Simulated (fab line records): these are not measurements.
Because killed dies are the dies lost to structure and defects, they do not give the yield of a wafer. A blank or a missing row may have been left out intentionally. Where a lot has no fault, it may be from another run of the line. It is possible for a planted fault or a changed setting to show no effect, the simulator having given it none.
Matching of chambers	flow n5 finfet	N5_BEOL_M10_ALD_74 on ald metal-02 has 4 sister chambers
The step deposits TaN, target thk 2 nm, pulse time 2 s, purge time 3 s. 8 wafers are shown with their chamber, then 7 later ones without.

## WAFERS WITH THEIR CHAMBER
wafer	chamber	heater power w (W)	precursor vessel pressure torr (Torr)
L081.1	1	443	26.27
L081.6	3	414	26.38
L086.2	1	452	26.26
L086.5	2	416	26.28
L095.5	3	402	26.25
L095.6	0	475	26.25
L093.2	0	491	26.23
L093.4	2	423	26.25

## WAFERS WHOSE CHAMBER IS MISSING
wafer	heater power w (W)	precursor vessel pressure torr (Torr)
L093.6	448	26.34
L096.2	416	26.20
L096.5	416	26.22
L096.6	465	26.24
L097.1	486	26.33
L097.5	416	26.18
L097.6	498	26.15

## THE CHAMBER EACH PASSED THROUGH
wafer	from the rows above	in truth
L093.6	1	1
L096.2	can't be placed: 2 or 3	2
L096.5	can't be placed: 2 or 3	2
L096.6	can't be placed: 0 or 1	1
L097.1	0	0
L097.5	can't be placed: 2 or 3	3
L097.6	0	0
Correctly placed: 3 of 7. Cannot be placed on the basis of these rows: 4; the candidates contain the true chamber in 4. Wrongly placed: 0.
How it was worked out, from the rows above alone: a wafer's distance from a chamber is the root of the sum, over the readings, of the square of ((its reading less the chamber's mean) divided by the reading's scatter). If the next closest chamber is less than 2 further off than the closest, the wafer can't be placed; otherwise it belongs to the closest. For every chamber, the mean is computed from those of its wafers that are shown. How the scatter is found: for the shown wafers, subtract from each reading the mean of its chamber, square and add these, divide the total by (wafers less chambers), then take the root.
